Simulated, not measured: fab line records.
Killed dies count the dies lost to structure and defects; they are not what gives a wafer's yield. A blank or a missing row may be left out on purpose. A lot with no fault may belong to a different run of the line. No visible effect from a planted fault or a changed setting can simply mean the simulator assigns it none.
Comparing a struck lot with a sound one | flow nandHarc | 15 steps out of a route of 1302
Sound: these wafers, L130.1, L130.4, L130.5. Wafers L139.3, L139.5, L139.6 were the ones struck. The cause comes at the end.
Each step with rows lists, per side, the tool, then ch with its chambers, then its first start. Under that, the readings that differ: sound wafers | struck wafers | difference of the means | sigmas: that difference in standard deviations of wafers without a fault.
alike: a reading whose means differ by less than 2 such deviations, as well as words and numbers matching on both sides. not compared: withheld readings; readings where some wafer has no value; bounds like >300 that might hide an equal value; numbers whose values overlap and for which the record gives no deviation.
The two part at a step that has a row with sigmas, a row that says differs or no value, or rows on one side only. Numbers that don't overlap but have no deviation are shown without sigmas and don't part them. A reading missing from all wafers of one side parts the sides only when that side holds two or more wafers.

first, 3 steps without rows for these wafers: NHARC_P_GATE_EXPOSE_08 (exposes mask P HV); NHARC_P_GATE_PEB_09 (peb time 85 s); NHARC_P_GATE_DEVELOP_10 (time 70 s).
NHARC_P_GATE_CD_MEAS_11: the cd target is 1640 nm.
  sound on cdSem-02 ch 0, day 8 19:16; struck on cdSem-02 ch 0, day 12 08:06
reading   | sound                | struck               | difference | sigmas
cdNm (nm) | 1634.9 1636.1 1638.7 | 1642.8 1640.6 1641.3 | +5.0       | +2
then, 1 step without rows for these wafers: NHARC_P_GATE_HARDBAKE_12 (time 80 s).
NHARC_P_GATE_DESCUM_13: chemistry O2, time 3 s.
  sound on rieDiel-06 ch 0,1,3, day 8 19:26; struck on rieDiel-05 ch 0,1, day 12 08:16
  alike: drypumpMotorCurrentA, oesProductAu, rfVppV, showerheadPlenumPTorr, throttleValvePct
  not compared: rfHoursCounterH
then, 6 steps without rows for these wafers: NHARC_P_GATE_ETCH_14 (etches SiO2 in dHF, target depth 48.8 nm); NHARC_P_GATE_STRIP_15 (strips in SPM, time 780 s); NHARC_P_GATE_PRECLEAN_71 (cleans in SC1); NHARC_P_GATE_SRD_72; NHARC_P_GATE_OXIDE_16 (material SiO2, target thk 3 nm, ox time 392 s); NHARC_P_GATE_CVD_17 (deposits poly-Si, target thk 150 nm, time 900 s).
NHARC_P_GATE_HM_DEP_102: deposits aC, target thk 120 nm.
  sound on aclDep-03 ch 0, day 9 10:24; struck on aclDep-03 ch 0, day 12 23:46
  alike: throttleValvePct
NHARC_P_GATE_DEP_103: deposits SiON, target thk 30 nm.
  sound on pecvd-02 ch 1,2, day 9 11:08; struck on pecvd-04 ch 0,1,2, day 13 00:13
  alike: heaterPowerW
  not compared: sinceWetCleanH
-- record jumps: 20 days between struck wafers' starts before vs after; left off in module P_GATE, resumes in module END, first step shown is number 1302 of the route --
NHARC_END_SORT_01:
  sound on prober-01 ch 0, day 28 21:07; struck on prober-01 ch 0, day 32 14:17
  alike: killedAtArray, killedAtOther, killedAtPeriphery, killedDies, killedOpen, killedShort

## WHERE THEY PART
Only at NHARC_P_GATE_CD_MEAS_11, as far as this record shows. Later steps at which nothing parts them and some readings are alike: NHARC_P_GATE_DESCUM_13, NHARC_P_GATE_HM_DEP_102, NHARC_P_GATE_DEP_103, NHARC_END_SORT_01.

WHY: what had been put in by the simulator
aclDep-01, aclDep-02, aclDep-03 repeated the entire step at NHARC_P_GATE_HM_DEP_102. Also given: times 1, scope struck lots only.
